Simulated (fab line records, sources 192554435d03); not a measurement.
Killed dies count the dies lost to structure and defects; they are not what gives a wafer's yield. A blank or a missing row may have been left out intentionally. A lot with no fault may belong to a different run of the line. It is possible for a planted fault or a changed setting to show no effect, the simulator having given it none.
What tool caused it? | flow n5 finfet | 36 wafers from 12 lots sampled at 4 of the route's 1938 steps

WHAT THE GAUGES READ, wafer by wafer
N5_BEOL_M4_INSPECT_59: inspects for defects (darkfield). Usual: raw defect count at 79, with a standard deviation of 28.
lot  | measured     | on                | raw defect count | flag
L309 | day 8 01:29  | defect inspect-01 | 92 79 115        |
L312 | day 8 13:52  | defect inspect-01 | 91 44 52         |
L311 | day 8 17:43  | defect inspect-01 | 119 110 207      |
L310 | day 8 23:59  | defect inspect-01 | 75 55 48         |
L317 | day 9 20:13  | defect inspect-01 | 81 87 142        |
L318 | day 10 05:54 | defect inspect-02 | 68 53 62         |
L319 | day 11 08:35 | defect inspect-02 | 62 65 53         |
L323 | day 11 09:41 | defect inspect-02 | 50 62 44         |
L327 | day 12 15:05 | defect inspect-02 | 114 39 55        |
L329 | day 13 00:58 | defect inspect-02 | 130 68 78        |
L330 | day 13 05:01 | defect inspect-02 | 78 90 53         |
L332 | day 13 23:50 | defect inspect-02 | 53 86 59         |

N5_BEOL_M5_INSPECT_13: inspects for defects (brightfield). Usual: raw defect count at 424, with a standard deviation of 100.
lot  | measured     | on                | raw defect count | flag
L309 | day 8 05:36  | defect inspect-02 | 518 458 677      |
L312 | day 8 16:45  | defect inspect-02 | 347 484 330      |
L311 | day 8 20:43  | defect inspect-02 | 389 456 555      |
L310 | day 9 02:19  | defect inspect-01 | 397 491 413      |
L317 | day 9 22:27  | defect inspect-02 | 411 556 610      |
L318 | day 10 08:32 | defect inspect-01 | 521 335 456      |
L319 | day 11 12:25 | defect inspect-01 | 400 340 424      |
L323 | day 11 12:48 | defect inspect-02 | 287 363 264      |
L327 | day 12 18:41 | defect inspect-01 | 531 253 471      |
L329 | day 13 03:53 | defect inspect-02 | 532 495 417      |
L330 | day 13 08:00 | defect inspect-02 | 414 449 471      |
L332 | day 14 03:11 | defect inspect-01 | 478 396 420      |

EACH LOT AND THE TOOL THAT RAN IT (in order: tool; ch and the chambers of the sampled wafers; start)
lot  | N5_BEOL_M4_SPUTTER_94        | N5_BEOL_M5_COAT_05
L309 | pvd sputter-03, day 7 23:48  | litho track-03 ch 0, day 8 05:16
L312 | pvd sputter-01, day 8 12:33  | litho track-04 ch 0, day 8 16:24
L311 | pvd sputter-03, day 8 16:25  | litho track-03 ch 0, day 8 20:14
L310 | pvd sputter-03, day 8 22:40  | litho track-03 ch 0, day 9 01:51
L317 | pvd sputter-01, day 9 18:55  | litho track-04 ch 0, day 9 22:07
L318 | pvd sputter-02, day 10 04:36 | litho track-01 ch 0, day 10 08:04
L319 | pvd sputter-03, day 11 07:11 | litho track-01 ch 0, day 11 11:56
L323 | pvd sputter-01, day 11 08:20 | litho track-03 ch 0, day 11 12:16
L327 | pvd sputter-02, day 12 13:46 | litho track-04 ch 0, day 12 18:13
L329 | pvd sputter-02, day 12 23:40 | litho track-03 ch 0, day 13 03:32
L330 | pvd sputter-03, day 13 03:31 | litho track-03 ch 0, day 13 07:32
L332 | pvd sputter-03, day 13 22:29 | litho track-01 ch 0, day 14 01:46
- N5_BEOL_M4_SPUTTER_94: material Cu, target thk 4.5 nm, time 8.29 s.
- N5_BEOL_M5_COAT_05: resist thk 30 nm.

WHAT THE TOOLS THEMSELVES READ (means of the sampled wafers that have a number; where no wafer has one, the mark that the record gives instead)
N5_BEOL_M4_SPUTTER_94. Usual: chuck gas flow sccm 1.26 sccm, standard deviation 0.054; throttle valve pct 29.7 %, standard deviation 1.
lot  | tool           | chuck gas flow sccm (sccm) | throttle valve pct (%) | flag
L309 | pvd sputter-03 | 1.25                       | 29.6                   |
L312 | pvd sputter-01 | 1.25                       | 30.0                   |
L311 | pvd sputter-03 | 1.19                       | 30.6                   |
L310 | pvd sputter-03 | 1.25                       | 29.1                   |
L317 | pvd sputter-01 | 1.28                       | 29.4                   |
L318 | pvd sputter-02 | 1.18                       | 29.9                   |
L319 | pvd sputter-03 | 1.22                       | 29.3                   |
L323 | pvd sputter-01 | 1.34                       | 30.1                   |
L327 | pvd sputter-02 | 1.25                       | 30.0                   |
L329 | pvd sputter-02 | 1.20                       | 30.1                   |
L330 | pvd sputter-03 | 1.28                       | 29.7                   |
L332 | pvd sputter-03 | 1.27                       | 29.7                   |

N5_BEOL_M5_COAT_05. Usual: dispense pressure kPa 51.5 kPa, standard deviation 2.3; spin speed rpm 1500.0 rpm, standard deviation 0.88.
lot  | tool           | dispense pressure kPa (kPa) | spin speed rpm (rpm) | flag
L309 | litho track-03 | 54.6                        | 1499.0               |
L312 | litho track-04 | 51.1                        | 1501.0               |
L311 | litho track-03 | 54.6                        | 1500.2               |
L310 | litho track-03 | 54.6                        | 1500.6               |
L317 | litho track-04 | 51.0                        | 1499.4               |
L318 | litho track-01 | 49.4                        | 1555.0               | OFF
L319 | litho track-01 | 49.4                        | 1554.7               | OFF
L323 | litho track-03 | 54.6                        | 1500.0               |
L327 | litho track-04 | 51.0                        | 1500.1               |
L329 | litho track-03 | 54.6                        | 1499.6               |
L330 | litho track-03 | 54.6                        | 1499.3               |
L332 | litho track-01 | 49.3                        | 1499.6               |

THE ANSWER, worked out from the rows above alone
Rule: a lot counts as off when the mean over its wafers that have a number is more than 3 standard deviations away from the usual mean. A lot without any number at a reading at which 4 lots or more have one is off too. Where the step has rows for the other lots, those lots are counted as sound. After the gauges, taken in route order, come the tools' own readings; for these a lot's mean is taken, as printed above. At the first step where some lot is off, the reading lying furthest off is the one used; lots without a number count as furthest.
Off: L318, L319 (N5_BEOL_M5_COAT_05, spin speed rpm).
If a tool, at that step or one of the process steps before it, ran each lot that is off and ran no sound lot following the first of them, it fits. No candidate that was tried fits.

WHAT HAD BEEN PUT IN BY THE SIMULATOR
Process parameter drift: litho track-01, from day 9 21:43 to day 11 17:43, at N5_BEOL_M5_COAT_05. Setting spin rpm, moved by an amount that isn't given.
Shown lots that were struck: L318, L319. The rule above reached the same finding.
